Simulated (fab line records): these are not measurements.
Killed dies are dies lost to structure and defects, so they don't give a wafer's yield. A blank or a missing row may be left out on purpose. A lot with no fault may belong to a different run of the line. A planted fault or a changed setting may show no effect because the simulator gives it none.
The tool behind it: which one?    flow nandHarc    14 lots, 42 wafers sampled, at 4 steps of a route of 1159

## WHAT EACH GAUGE READ, for each wafer
No reading from a measuring or inspecting step in the record can be judged against a usual standard deviation.

## WHAT TOOL EACH LOT RAN ON (gives the tool, then ch and the chambers of the sampled wafers, and finally the start)
lot   NHARC_A_STAIRCASE_ETCH_201                    NHARC_A_STAIRCASE_ETCH_203                    NHARC_A_STAIRCASE_PEB_248         NHARC_A_STAIRCASE_DESCUM_252
L720  rieDiel-01 ch 0,3, day 11 17:04 or earlier    rieDiel-01 ch 0,2, day 11 17:04 or earlier    lithoTrack-05 ch 0, day 11 17:04  rieDiel-10 ch 1,2, day 11 17:24
L721  rieDiel-12 ch 0,1,3, day 11 21:26 or earlier  rieDiel-12 ch 2,3, day 11 21:26 or earlier    lithoTrack-02 ch 0, day 11 21:26  rieDiel-10 ch 1,2, day 11 21:47
L726  rieDiel-10 ch 0,1,3, day 12 10:34 or earlier  rieDiel-10 ch 0,3, day 12 10:34 or earlier    lithoTrack-03 ch 0, day 12 10:34  rieDiel-10 ch 2,3, day 12 10:53
L727  rieDiel-10 ch 0,2,3, day 12 23:30 or earlier  rieDiel-10 ch 1,2,3, day 12 23:30 or earlier  lithoTrack-03 ch 0, day 12 23:30  rieDiel-01 ch 0,1,3, day 12 23:49
L729  rieDiel-10 ch 1,2,3, day 13 12:10 or earlier  rieDiel-10 ch 2,3, day 13 12:10 or earlier    lithoTrack-03, day 13 12:10       rieDiel-10 ch 0,1,3, day 13 12:28
L728  rieDiel-01 ch 0,1,3, day 13 12:34 or earlier  rieDiel-01 ch 0,1,3, day 13 12:34 or earlier  lithoTrack-05, day 13 12:34       rieDiel-10 ch 0,1,3, day 13 12:54
L730  rieDiel-10 ch 1,2, day 14 01:49 or earlier    rieDiel-10 ch 2,3, day 14 01:49 or earlier    lithoTrack-02 ch 0, day 14 01:49  rieDiel-10 ch 0,3, day 14 02:10
L736  rieDiel-01 ch 0,1,3, day 15 08:11 or earlier  rieDiel-01 ch 0,1,2, day 15 08:11 or earlier  lithoTrack-05 ch 0, day 15 08:11  rieDiel-01 ch 0,1, day 15 08:30
L737  rieDiel-12 ch 0,3, day 15 08:23 or earlier    rieDiel-12 ch 0,1,3, day 15 08:23 or earlier  lithoTrack-05 ch 0, day 15 08:23  rieDiel-01 ch 1,2, day 15 08:41
L739  rieDiel-10 ch 0,1,3, day 15 14:28 or earlier  rieDiel-10 ch 0,1,3, day 15 14:28 or earlier  lithoTrack-03 ch 0, day 15 14:28  rieDiel-01 ch 2,3, day 15 14:47
L738  rieDiel-01 ch 0,1, day 15 13:23 or earlier    rieDiel-01 ch 0,1,2, day 15 13:23 or earlier  lithoTrack-05 ch 0, day 15 13:23  rieDiel-10 ch 1,3, day 15 13:41
L741  rieDiel-01 ch 1,2,3, day 16 06:38 or earlier  rieDiel-01 ch 1,2, day 16 06:38 or earlier    lithoTrack-03 ch 0, day 16 06:38  rieDiel-10 ch 2,3, day 16 06:58
L742  rieDiel-01 ch 1,2,3, day 16 06:55 or earlier  rieDiel-01 ch 0,2,3, day 16 06:55 or earlier  lithoTrack-02 ch 0, day 16 06:55  rieDiel-01 ch 1,2,3, day 16 07:14
L743  rieDiel-01 ch 0,2,3, day 17 09:53 or earlier  rieDiel-01 ch 1,2, day 17 09:53 or earlier    lithoTrack-05 ch 0, day 17 09:53  rieDiel-12 ch 0,1,2, day 17 10:13
- NHARC_A_STAIRCASE_ETCH_201: etches the open film in C4F8/O2, target depth 100 nm, time 40.5 s.
- NHARC_A_STAIRCASE_ETCH_203: etches the open film in C4F8/O2, target depth 100 nm, time 40.5 s.
- NHARC_A_STAIRCASE_PEB_248: peb time 130 s.
- NHARC_A_STAIRCASE_DESCUM_252: chemistry O2, time 3 s.

## AS READ BY THE TOOLS THEMSELVES (means over the sampled wafers that have a number; for cases with no such wafer, the mark the record gives instead)
NHARC_A_STAIRCASE_ETCH_201. Usual: oesProductAu 0.942 a.u., standard deviation 0.0099; rfVppV 896 V, standard deviation 6.7.
lot   tool        oesProductAu (a.u.)  rfVppV (V)  flag
L720  rieDiel-01  0.950                898         
L721  rieDiel-12  0.939                905         
L726  rieDiel-10  0.930                892         
L727  rieDiel-10  0.943                892         
L729  rieDiel-10  0.940                890         
L728  rieDiel-01  0.943                894         
L730  rieDiel-10  0.952                888         
L736  rieDiel-01  0.924                895         
L737  rieDiel-12  0.937                904         
L739  rieDiel-10  0.950                890         
L738  rieDiel-01  0.961                894         
L741  rieDiel-01  0.943                898         
L742  rieDiel-01  0.942                897         
L743  rieDiel-01  0.950                895         

NHARC_A_STAIRCASE_ETCH_203. Usual: oesProductAu 0.942 a.u., standard deviation 0.0083; rfVppV 896 V, standard deviation 6.5.
lot   tool        oesProductAu (a.u.)  rfVppV (V)  flag
L720  rieDiel-01  0.948                892         
L721  rieDiel-12  0.937                899         
L726  rieDiel-10  0.941                893         
L727  rieDiel-10  0.943                891         
L729  rieDiel-10  0.940                893         
L728  rieDiel-01  0.940                895         
L730  rieDiel-10  0.950                890         
L736  rieDiel-01  0.938                893         
L737  rieDiel-12  0.944                905         
L739  rieDiel-10  0.949                892         
L738  rieDiel-01  0.945                894         
L741  rieDiel-01  0.939                897         
L742  rieDiel-01  0.947                894         
L743  rieDiel-01  0.940                896         

NHARC_A_STAIRCASE_PEB_248. Usual: chillPlateTempC 23.01 C, standard deviation 0.11; exhaustPa 45.2 Pa, standard deviation 0.9.
lot   tool           chillPlateTempC (C)  exhaustPa (Pa)  flag
L720  lithoTrack-05  23.12                46.0            
L721  lithoTrack-02  23.04                44.1            
L726  lithoTrack-03  22.88                44.7            
L727  lithoTrack-03  23.00                45.1            
L729  lithoTrack-03  -                    -               OFF
L728  lithoTrack-05  -                    -               OFF
L730  lithoTrack-02  22.94                44.9            
L736  lithoTrack-05  23.09                45.9            
L737  lithoTrack-05  23.02                44.3            
L739  lithoTrack-03  23.04                45.2            
L738  lithoTrack-05  22.96                45.2            
L741  lithoTrack-03  23.05                45.2            
L742  lithoTrack-02  23.05                45.1            
L743  lithoTrack-05  23.02                45.1            

NHARC_A_STAIRCASE_DESCUM_252. Usual: drypumpMotorCurrentA 5.6 A, standard deviation 0.48; oesProductAu 1.000 a.u., standard deviation 0.0072; rfVppV 57.7 V, standard deviation 0.85; showerheadPlenumPTorr 1.87 Torr, standard deviation 0.085; throttleValvePct 11.311 %, standard deviation 0.0088.
lot   tool        drypumpMotorCurrentA (A)  oesProductAu (a.u.)  rfVppV (V)  showerheadPlenumPTorr (Torr)  throttleValvePct (%)  flag
L720  rieDiel-10  5.5                       1.002                57.4        1.81                          11.312                
L721  rieDiel-10  5.5                       1.006                57.3        1.81                          11.304                
L726  rieDiel-10  5.1                       0.990                57.8        1.86                          11.312                
L727  rieDiel-01  6.1                       0.993                58.3        1.91                          11.310                
L729  rieDiel-10  5.5                       1.008                57.8        1.85                          11.315                
L728  rieDiel-10  5.5                       1.004                57.6        1.85                          11.305                
L730  rieDiel-10  5.4                       1.000                57.4        1.87                          11.318                
L736  rieDiel-01  6.1                       1.001                57.3        1.82                          11.323                
L737  rieDiel-01  6.0                       1.004                57.5        1.92                          11.309                
L739  rieDiel-01  6.5                       0.998                57.7        1.93                          11.309                
L738  rieDiel-10  5.6                       0.988                57.2        1.82                          11.317                
L741  rieDiel-10  5.2                       0.999                57.6        1.83                          11.308                
L742  rieDiel-01  6.2                       1.010                58.2        1.94                          11.312                
L743  rieDiel-12  5.2                       0.993                57.8        2.04                          11.305                

## THE ANSWER, worked out from the rows above alone
Rule: a lot counts as off when the mean over its wafers that have a number is more than 3 standard deviations away from the usual mean. A lot without any number at a reading at which 4 lots or more have one is off too. All remaining lots with rows at the step are treated as sound. The gauges are gone through in route order, then the tools' own readings, and for those a lot's mean is taken as printed above. The first step at which some lot is off is used, and at that step the reading that is off furthest; a lot without a number counts as furthest.
Off, at NHARC_A_STAIRCASE_PEB_248 on chillPlateTempC: L729, L728. Without a number there: L729, L728.
A tool fits if, at that step or a process step before it, it ran every lot that is off, and no sound lot after the first of them. NHARC_A_STAIRCASE_ETCH_201 gives no start for some lots, so the hours and the order of its lots are those of NHARC_A_STAIRCASE_PEB_248. NHARC_A_STAIRCASE_ETCH_203 gives no start for some lots, so the hours and the order of its lots are those of NHARC_A_STAIRCASE_PEB_248. None of those tried fits.

## WHAT THE SIMULATOR HAD PUT IN
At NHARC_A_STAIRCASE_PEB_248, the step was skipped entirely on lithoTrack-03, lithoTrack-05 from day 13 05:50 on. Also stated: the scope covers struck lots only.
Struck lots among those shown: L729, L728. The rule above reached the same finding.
